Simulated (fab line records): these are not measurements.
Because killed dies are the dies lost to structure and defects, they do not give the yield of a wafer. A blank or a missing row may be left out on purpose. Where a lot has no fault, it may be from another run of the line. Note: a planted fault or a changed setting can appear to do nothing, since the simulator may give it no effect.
fab line records	flow nand-harc
[record] lots = 12	wafers = 36	last-day = 33
route steps=1302 shown P_ZERO_WELL@14 P_STI@85
lots that met no fault: from a run of the same line without faults
start-h: the number of hours between the record's first day and the start of the first shown wafer of the lot	wait-h: hours from the lot's prior step to this one	" the same as in the row above	L1.1+2: several wafers, shown together as one row	- either no value or no given start	* or withheld: withheld	< > ~ a bound
route shown NAME@n: a module of which the file shows steps, and the number in the route of the first	usual: average and standard deviation across the fault-free wafers	same: alike in all rows	chamber/n: place in a boat	sites: per-site readings	_std_site: standard deviation across them	_edge_site: mean of outer sites minus mean of inner sites	radius-mm: how far each site lies from the wafer's centre	mask NAME#n: copy n	behind: the tool/chamber that last shaped the wafer	hold: reason for holding the lot/hours on hold/outcome of the hold	device: whichever transistor did not switch (one of n, p or np)	end of line: at the end of the route, the tests of the same wafers	a step without rows: its recipe alone	killed: dies that structure and defects cost at the first sort, which is not the same as the wafer's yield	map: shows each die of a wafer: x if killed, . if not, _ if none is there
set.NAME: the run value of the setting; set.NAME@STEP: its run value at that earlier step	model.NAME: the simulator's own value behind a step, which no gauge read
route steps across a sampled set of lots; one table per step, one row per wafer
services: a tool's chamber out of use, with start hour (start-h, from the record's first day; less than 0 if before it), hours out, and reason
[[steps]]
[step NHARC_P_ZERO_WELL_CD_MEAS_11]
[recipe] target-cd-nm = 500	landing-energy-ev = 500
[usual] cd-nm = 499.2/2.3
lot.wafer	tool	chamber	start-h	wait-h	cd-nm
L773.1	cd-sem-01	0	21.23	-	498.3
L773.5	"	0	"	"	495.3
L773.6	"	0	"	"	498.2
L774.1	cd-sem-01	0	31.24	-	500.3
L774.5	"	0	"	"	502.1
L774.6	"	0	"	"	501.3
L779.2	cd-sem-03	0	81.12	-	502.0
L779.3	"	0	"	"	500.9
L779.4	"	0	"	"	503.2
L784.4	cd-sem-03	0	131.12	-	498.8
L784.5	"	0	"	"	499.1
L784.6	"	0	"	"	501.4
L785.3	cd-sem-02	0	141.31	-	495.9
L785.5	"	0	"	"	498.8
L785.6	"	0	"	"	499.1
L787.2	cd-sem-03	0	161.12	-	497.7
L787.4	"	0	"	"	496.5
L787.5	"	0	"	"	498.2
L791.3	cd-sem-01	0	201.13	-	500.7
L791.4	"	0	"	"	497.1
L791.6	"	0	"	"	500.8
L792.1	cd-sem-01	0	211.24	-	494.9
L792.2	"	0	"	"	496.7
L792.3	"	0	"	"	496.1
L793.4	cd-sem-02	0	221.25	-	495.5
L793.5	"	0	"	"	498.0
L793.6	"	0	"	"	498.8
L794.1	cd-sem-03	0	231.41	-	496.1
L794.2	"	0	"	"	497.4
L794.4	"	0	"	"	497.3
L795.3	cd-sem-01	0	241.34	-	500.6
L795.4	"	0	"	"	499.9
L795.5	"	0	"	"	501.5
L796.4	cd-sem-02	0	251.12	-	498.9
L796.5	"	0	"	"	501.3
L796.6	"	0	"	"	501.8
[step NHARC_P_ZERO_WELL_ETCH_65]
[recipe] target-depth-a = 800	overetch-a = 240	time-s = 87.88	ion-energy-ev = 200	n2-flow-sccm = 150	h2-flow-sccm = 150	ar-flow-sccm = 0	rf-w = 400	bias-w = 150	chemistry = N2/H2
[usual] bias-w = 150.0/0.45	drypump-motor-current-A = 6.0/0.39	oes-product-au = 1.000/0.0093	rf-vpp-V = 429.4/2.7	showerhead-plenum-p-Torr = 2.00/0.089	throttle-valve-pct = 14.172/0.0089
lot.wafer	tool	chamber	start-h	wait-h	bias-w	drypump-motor-current-A	oes-product-au	rf-hours-counter-h	rf-vpp-V	showerhead-plenum-p-Torr	throttle-valve-pct
L773.1	rie-diel-02	3	21.49	0.1	150.0	5.8	0.969	40	426.5	1.89	14.178
L773.6	"	1	"	"	150.0	5.8	1.003	-	433.5	2.17	14.176
L773.5	"	2	"	"	150.0	5.6	1.005	-	428.1	2.01	14.169
L774.1	rie-diel-02	0	31.57	0.1	150.4	5.6	1.001	39	432.9	2.07	14.177
L774.6	"	2	"	"	149.9	5.6	1.000	-	429.1	2.01	14.175
L774.5	"	3	"	"	150.2	5.8	0.987	-	427.1	1.88	14.150
L779.2	rie-diel-02	0	81.56	0.2	150.7	5.6	0.996	6	430.8	2.07	14.176
L779.3	"	2	"	"	150.5	5.5	0.995	12	430.4	2.01	14.161
L779.4	"	3	"	"	150.1	5.8	0.995	10	425.8	1.88	14.167
L784.4	rie-diel-11	1	131.37	0.1	149.7	5.5	1.005	17	429.6	2.05	14.165
L784.5	"	1	"	"	150.0	5.5	1.017	-	429.7	2.05	14.177
L784.6	"	2	"	"	149.2	5.7	1.007	-	427.1	1.92	14.168
L785.3	rie-diel-02	0	141.55	0.1	150.0	5.6	0.982	24	431.4	2.06	14.165
L785.6	"	0	"	"	150.4	5.6	0.984	-	432.1	2.06	14.159
L785.5	"	1	"	"	150.9	5.8	0.992	-	433.8	2.16	14.170
L787.2	rie-diel-03	1	161.36	0.1	149.9	6.0	0.997	15	427.6	1.95	14.165
L787.4	"	0	"	"	151.1	6.4	1.012	14	428.3	1.97	14.164
L787.5	"	1	"	"	150.0	6.0	0.995	-	426.6	1.95	14.169
L791.3	rie-diel-03	3	202.11	0.2	150.1	6.3	1.006	28	429.9	2.01	14.173
L791.4	"	2	"	"	149.9	6.7	0.996	-	425.6	1.88	14.161
L791.6	"	1	"	"	149.6	6.0	0.994	-	428.8	1.95	14.158
L792.1	rie-diel-02	3	211.49	0.1	149.2	5.7	0.996	46	427.6	1.87	14.182
L792.3	"	0	"	"	150.4	5.6	0.995	44	430.9	2.06	14.157
L792.2	"	1	"	"	149.9	5.7	1.006	46	434.7	2.15	14.180
L793.4	rie-diel-03	3	221.48	0.1	149.4	6.3	1.006	32	428.7	2.01	14.174
L793.6	"	3	"	"	150.2	6.3	1.006	-	430.5	2.01	14.187
L793.5	"	0	"	"	150.3	6.3	1.003	-	428.5	1.97	14.186
L794.4	rie-diel-11	0	231.65	0.1	150.7	5.8	1.016	49	432.2	2.08	14.176
L794.1	"	2	"	"	150.6	5.7	1.025	53	426.6	1.91	14.166
L794.2	"	3	"	"	150.3	6.5	1.001	49	426.9	1.88	14.172
L795.4	rie-diel-02	1	241.60	0.1	150.2	5.8	0.999	3	435.4	2.15	14.174
L795.3	"	2	"	"	149.9	5.5	0.989	3	429.1	1.99	14.177
L795.5	"	0	"	"	150.0	5.6	0.993	-	431.1	2.06	14.177
L796.4	rie-diel-03	0	251.46	0.1	150.3	6.3	0.990	43	429.4	1.96	14.191
L796.6	"	2	"	"	150.2	6.7	0.992	-	425.4	1.88	14.179
L796.5	"	3	"	"	148.9	6.3	0.992	-	428.2	2.01	14.186
[step NHARC_P_ZERO_WELL_PEB_22]
[recipe] peb-temp-c = 118	peb-time-s = 85
[usual] chill-plate-temp-C = 23.03/0.099	heater-power-total-W = 163.93/0.27	plate-temp-C = 117.99/0.13
lot.wafer	tool	chamber	start-h	wait-h	chill-plate-temp-C	heater-power-total-W	plate-temp-C
L773.1	litho-track-02	0	22.37	0.1	22.99	163.74	118.03
L773.5	"	0	"	"	23.05	164.37	117.90
L773.6	"	0	"	"	22.95	163.64	118.13
L774.1	litho-track-07	0	32.68	0.1	23.15	163.62	117.89
L774.5	"	0	"	"	23.12	164.18	117.94
L774.6	"	0	"	"	23.12	163.65	118.04
L779.2	litho-track-02	0	82.53	0.1	23.03	163.63	118.01
L779.3	"	0	"	"	23.11	163.75	118.09
L779.4	"	0	"	"	23.11	164.08	118.05
L784.4	litho-track-02	0	132.66	0.0	23.04	156.15	113.70
L784.5	"	0	"	"	23.00	156.16	113.62
L784.6	"	0	"	"	23.16	156.40	113.79
L785.3	litho-track-02	0	142.56	0.1	23.11	156.41	113.93
L785.5	"	0	"	"	23.13	156.27	113.94
L785.6	"	0	"	"	23.00	156.24	113.84
L787.2	litho-track-07	0	162.37	0.1	22.95	163.74	118.07
L787.4	"	0	"	"	23.03	163.82	118.08
L787.5	"	0	"	"	23.03	164.28	117.83
L791.3	litho-track-05	0	203.45	0.1	23.15	164.31	117.98
L791.4	"	0	"	"	23.21	163.69	117.92
L791.6	"	0	"	"	22.96	164.36	118.04
L792.1	litho-track-02	0	212.69	0.1	23.08	164.13	118.23
L792.2	"	0	"	"	23.15	163.95	117.98
L792.3	"	0	"	"	23.18	164.38	118.01
L793.4	litho-track-02	0	222.49	0.0	22.86	163.79	118.10
L793.5	"	0	"	"	22.84	163.66	117.88
L793.6	"	0	"	"	22.94	163.70	118.06
L794.1	litho-track-05	0	232.71	0.1	22.89	164.01	117.98
L794.2	"	0	"	"	22.91	163.64	118.05
L794.4	"	0	"	"	22.95	163.71	118.04
L795.3	litho-track-02	0	242.61	0.1	22.94	164.40	117.97
L795.4	"	0	"	"	22.80	163.68	118.02
L795.5	"	0	"	"	22.99	163.69	117.85
L796.4	litho-track-05	0	252.52	0.0	23.11	163.70	117.86
L796.5	"	0	"	"	23.17	163.87	117.87
L796.6	"	0	"	"	23.25	164.21	118.08
[step NHARC_P_ZERO_WELL_CD_MEAS_24]
[recipe] target-cd-nm = 720	landing-energy-ev = 500
[usual] cd-nm = 719.3/1.7
lot.wafer	tool	chamber	start-h	wait-h	cd-nm
L773.1	cd-sem-02	0	22.46	-	717.4
L773.5	"	0	"	"	722.1
L773.6	"	0	"	"	718.2
L774.1	cd-sem-03	0	32.77	-	720.5
L774.5	"	0	"	"	719.2
L774.6	"	0	"	"	718.6
L779.2	cd-sem-03	0	82.62	-	718.3
L779.3	"	0	"	"	721.8
L779.4	"	0	"	"	721.0
L784.4	cd-sem-02	0	132.76	-	708.6
L784.5	"	0	"	"	710.3
L784.6	"	0	"	"	709.5
L785.3	cd-sem-01	0	142.65	-	708.3
L785.5	"	0	"	"	709.1
L785.6	"	0	"	"	709.2
L787.2	cd-sem-01	0	162.46	-	719.7
L787.4	"	0	"	"	720.1
L787.5	"	0	"	"	715.0
L791.3	cd-sem-01	0	203.54	-	718.7
L791.4	"	0	"	"	720.5
L791.6	"	0	"	"	718.3
L792.1	cd-sem-03	0	212.78	-	716.6
L792.2	"	0	"	"	720.9
L792.3	"	0	"	"	719.0
L793.4	cd-sem-02	0	222.58	-	716.8
L793.5	"	0	"	"	718.6
L793.6	"	0	"	"	717.2
L794.1	cd-sem-03	0	232.80	-	722.4
L794.2	"	0	"	"	718.5
L794.4	"	0	"	"	720.6
L795.3	cd-sem-02	0	242.71	-	717.8
L795.4	"	0	"	"	721.8
L795.5	"	0	"	"	718.2
L796.4	cd-sem-02	0	252.61	-	717.1
L796.5	"	0	"	"	716.6
L796.6	"	0	"	"	719.1
[step NHARC_P_STI_INSPECT_11]
[usual] raw-defect-count = 5.2/2.7
lot.wafer	tool	chamber	start-h	wait-h	raw-defect-count
L773.1	defect-inspect-02	-	50.36	0.0	5
L773.5	"	-	"	"	2
L773.6	"	-	"	"	15
L774.1	defect-inspect-01	-	60.91	0.0	6
L774.5	"	-	"	"	10
L774.6	"	-	"	"	9
L779.2	defect-inspect-02	-	103.68	0.0	4
L779.3	"	-	"	"	6
L779.4	"	-	"	"	3
L784.4	defect-inspect-01	-	155.62	0.0	4
L784.5	"	-	"	"	5
L784.6	"	-	"	"	8
L785.3	defect-inspect-01	-	167.25	0.0	4
L785.5	"	-	"	"	6
L785.6	"	-	"	"	1
L787.2	defect-inspect-01	-	182.93	0.0	12
L787.4	"	-	"	"	6
L787.5	"	-	"	"	4
L791.3	defect-inspect-02	-	226.07	0.0	2
L791.4	"	-	"	"	5
L791.6	"	-	"	"	4
L792.1	defect-inspect-01	-	234.08	0.0	5
L792.2	"	-	"	"	6
L792.3	"	-	"	"	3
L793.4	defect-inspect-01	-	245.12	0.0	5
L793.5	"	-	"	"	6
L793.6	"	-	"	"	5
L794.1	defect-inspect-02	-	254.28	0.0	7
L794.2	"	-	"	"	6
L794.4	"	-	"	"	2
L795.3	defect-inspect-02	-	265.47	0.0	7
L795.4	"	-	"	"	7
L795.5	"	-	"	"	6
L796.4	defect-inspect-02	-	273.23	0.0	4
L796.5	"	-	"	"	3
L796.6	"	-	"	"	4
[[services]]
tool	chamber	start-h	hours	kind
rie-diel-02	0	-2.26	-	clean
rie-diel-02	1	-2.26	-	clean
rie-diel-03	0	17.75	4.5	repair
rie-diel-02	1	22.57	4.8	repair
rie-diel-02	-	39.79	9.0	pm
rie-diel-11	3	44.46	12.8	repair
litho-track-02	-	52.00	7.0	pm
rie-diel-02	0	55.75	12.8	repair
rie-diel-02	3	57.25	4.5	repair
rie-diel-03	2	66.60	8.6	repair
litho-track-07	-	76.00	7.0	pm
rie-diel-11	-	78.53	9.0	pm
rie-diel-02	-	89.91	1.7	repair
rie-diel-03	-	104.40	9.0	pm
litho-track-05	-	124.00	7.0	pm
rie-diel-02	3	176.62	17.7	repair
rie-diel-11	3	177.90	8.7	repair
rie-diel-03	-	192.95	0.2	repair
rie-diel-03	0	196.89	5.7	repair
rie-diel-11	1	198.54	4.5	repair
rie-diel-02	-	216.88	9.0	pm
litho-track-02	-	224.80	-	consumable-replace:filter
litho-track-02	-	227.00	7.0	pm
litho-track-07	-	251.00	7.0	pm
[[key]]
[first-sign] step = NHARC_P_ZERO_WELL_PEB_22	reading = plate-temp-C	direction = down	sigmas = 32	usual = *	struck = *
[effect] step = NHARC_P_ZERO_WELL_PEB_22	reading = heater-power-total-W	direction = down	sigmas = 29	usual = *	struck = *
[effect] step = NHARC_P_ZERO_WELL_CD_MEAS_24	reading = cd-nm	direction = down	sigmas = 5.9	usual = 719.3	struck = 709.1
met-at NHARC_P_ZERO_WELL_PEB_22
struck-lots L784,L785
tester-left-out L784,L785
not-acting-at NHARC_P_ZERO_WELL_CD_MEAS_11,NHARC_P_ZERO_WELL_ETCH_65,NHARC_P_STI_INSPECT_11
onset-between 82.53 132.66
[fault] kind = process-parameter-drift	tool = litho-track-02	chamber = -	onset-h = 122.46	steps = NHARC_P_ZERO_WELL_PEB_22	channel = peb-temp-c	offset = *	shape = step	end-h = 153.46	acts-in = *	stated = *
// tester-left-out: of these lots the tester's yield and bins aren't shown, on N5 and GAA mostly nor the transistor test; their killed dies are dies lost to structure and defects alone, not to doping, threshold or leakage, so they don't give the yield
